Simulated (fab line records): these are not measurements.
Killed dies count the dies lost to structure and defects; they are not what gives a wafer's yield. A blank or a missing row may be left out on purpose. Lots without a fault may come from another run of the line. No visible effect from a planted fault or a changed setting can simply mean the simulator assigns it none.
Split-lot trial + flow n5Finfet + route with 1938 steps; 7 lots, 39 wafers read

ON THE SPLIT
At N5_SD_ACTIVATION_LSA_01 (time 0.0008 s), the setting tempC was moved away from the recipe's 1080 C on 12 of the 39 wafers read, by -1.5% to +0.9%. The other wafers ran this setting at the recipe's value.

No step appears in the file between the split and the reading.

THE READING
RS_SD_N in ohm/sq, measured at N5_SD_ACTIVATION_RS_MEAS_03 by four-point-probe. Typical for fault-free wafers on this fab line: 21.9 ohm/sq, with standard deviation 0.34 ohm/sq.

| wafer  | tool, chamber at the split | tempC as run, C | against the recipe | RS_SD_N, ohm/sq | against lot-mates on the recipe |
|--------|----------------------------|-----------------|--------------------|-----------------|---------------------------------|
| L078.1 | laserAnneal-01, 0          | 1072            | -0.7%              | 23.0            | +1.1                            |
| L078.2 | laserAnneal-01, 0          | 1072            | -0.7%              | 23.0            | +1.1                            |
| L078.3 | laserAnneal-01, 0          | 1080            | recipe             | 21.9            | -                               |
| L078.4 | laserAnneal-01, 0          | 1080            | recipe             | 22.0            | -                               |
| L078.5 | laserAnneal-01, 0          | 1080            | recipe             | 21.9            | -                               |
| L078.6 | laserAnneal-01, 0          | 1072            | -0.7%              | 23.0            | +1.1                            |
| L080.1 | laserAnneal-01, 0          | 1090            | +0.9%              | 21.1            | -1.5                            |
| L080.2 | laserAnneal-01, 0          | 1080            | recipe             | 22.8            | -                               |
| L080.3 | laserAnneal-01, 0          | 1090            | +0.9%              | 21.3            | -1.3                            |
| L080.4 | laserAnneal-01, 0          | 1080            | recipe             | 22.4            | -                               |
| L080.5 | laserAnneal-01, 0          | 1080            | recipe             | 22.6            | -                               |
| L080.6 | laserAnneal-01, 0          | 1090            | +0.9%              | 21.0            | -1.6                            |
| L081.1 | laserAnneal-02, 0          | 1064            | -1.5%              | 24.1            | +2.0                            |
| L081.2 | laserAnneal-02, 0          | 1080            | recipe             | 22.2            | -                               |
| L081.3 | laserAnneal-02, 0          | 1064            | -1.5%              | 24.0            | +1.9                            |
| L081.4 | laserAnneal-02, 0          | 1080            | recipe             | 22.0            | -                               |
| L081.5 | laserAnneal-02, 0          | 1080            | recipe             | 22.1            | -                               |
| L081.6 | laserAnneal-02, 0          | 1064            | -1.5%              | 23.5            | +1.4                            |
| L086.1 | laserAnneal-02, 0          | 1080            | recipe             | 21.8            | -                               |
| L086.3 | laserAnneal-02, 0          | 1080            | recipe             | 22.0            | -                               |
| L086.6 | laserAnneal-02, 0          | 1080            | recipe             | 21.8            | -                               |
| L089.1 | laserAnneal-01, 0          | 1080            | recipe             | 21.8            | -                               |
| L089.2 | laserAnneal-01, 0          | 1080            | recipe             | 22.2            | -                               |
| L089.3 | laserAnneal-01, 0          | 1080            | recipe             | 22.1            | -                               |
| L089.4 | laserAnneal-01, 0          | 1080            | recipe             | 22.1            | -                               |
| L089.5 | laserAnneal-01, 0          | 1080            | recipe             | 22.0            | -                               |
| L089.6 | laserAnneal-01, 0          | 1080            | recipe             | 22.2            | -                               |
| L091.1 | laserAnneal-02, 0          | 1080            | recipe             | 21.9            | -                               |
| L091.2 | laserAnneal-02, 0          | 1080            | recipe             | 22.0            | -                               |
| L091.3 | laserAnneal-02, 0          | 1080            | recipe             | 21.5            | -                               |
| L091.4 | laserAnneal-02, 0          | 1080            | recipe             | 22.2            | -                               |
| L091.5 | laserAnneal-02, 0          | 1080            | recipe             | 21.9            | -                               |
| L091.6 | laserAnneal-02, 0          | 1080            | recipe             | 21.7            | -                               |
| L095.1 | laserAnneal-01, 0          | 1066            | -1.3%              | 24.3            | +1.8                            |
| L095.2 | laserAnneal-01, 0          | 1066            | -1.3%              | 25.0            | +2.5                            |
| L095.3 | laserAnneal-01, 0          | 1080            | recipe             | 22.8            | -                               |
| L095.4 | laserAnneal-01, 0          | 1080            | recipe             | 22.5            | -                               |
| L095.5 | laserAnneal-01, 0          | 1066            | -1.3%              | 23.4            | +0.9                            |
| L095.6 | laserAnneal-01, 0          | 1080            | recipe             | 22.3            | -                               |

THE FIT
A straight line over all 39 wafers: RS_SD_N changes by -1.3 ohm/sq for each +1% of tempC; r = -0.91; the points scatter about the line by 0.36 ohm/sq.
The same after taking each lot's own level away (the mean of its wafers on the recipe; 39 wafers): -1.33 ohm/sq for each +1%; r = -0.95; scatter 0.26 ohm/sq.
The reading moves by 2 ohm/sq for the largest change in tempC, on that fit.
Measured against the standard deviation above, the lots' own levels, which go from 21.87 to 22.60 ohm/sq, span 2.2 times it.
Hence the lot-to-lot level has little effect on the slope; both slopes agree.
Check: with one of the wafers moved furthest among these (-1.5%) left out of the fit, the line predicts +1.94 ohm/sq for it against its lot-mates. It came out at +2 ohm/sq against them.
Tool readings at the split's step, against how far the setting was moved: wafer_temp_C_max r = +0.99.

ADDITIONAL SPLITS CARRIED BY THESE WAFERS
Other splits were also applied to these wafers ahead of the reading. Each is held against what the fit with the lots' levels taken away leaves over:
| other split on the same wafers   | wafers away from the commonest value | r with RS_SD_N (lot level and that fit taken away) |
|----------------------------------|--------------------------------------|----------------------------------------------------|
| N5_WELL_APT_IMPLANT_15 energyKev | 15                                   | +0.10                                              |
| N5_DUMMY_GATE_ETCH_42 biasW      | 15                                   | -0.10                                              |
| N5_SD_EPI_N_EXPOSE_06 doseMj     | 12                                   | +0.07                                              |

THE WHOLE CHAIN: every reading that the file lists as answering this split, in the file's order
| step                        | what it does                 | reading          | change (the file's fit)              | r (the file's) |
|-----------------------------|------------------------------|------------------|--------------------------------------|----------------|
| N5_SD_ACTIVATION_LSA_01     | time 0.0008 s                | wafer_temp_C_max | withheld for each +1% of the setting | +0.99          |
| N5_SD_ACTIVATION_RS_MEAS_03 | measures by four-point-probe | RS_SD_N          | -1.31 for each +1% of the setting    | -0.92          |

THE FILE'S OWN FIT
RS_SD_N changes by -1.31 ohm/sq for each +1% of tempC, r = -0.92.
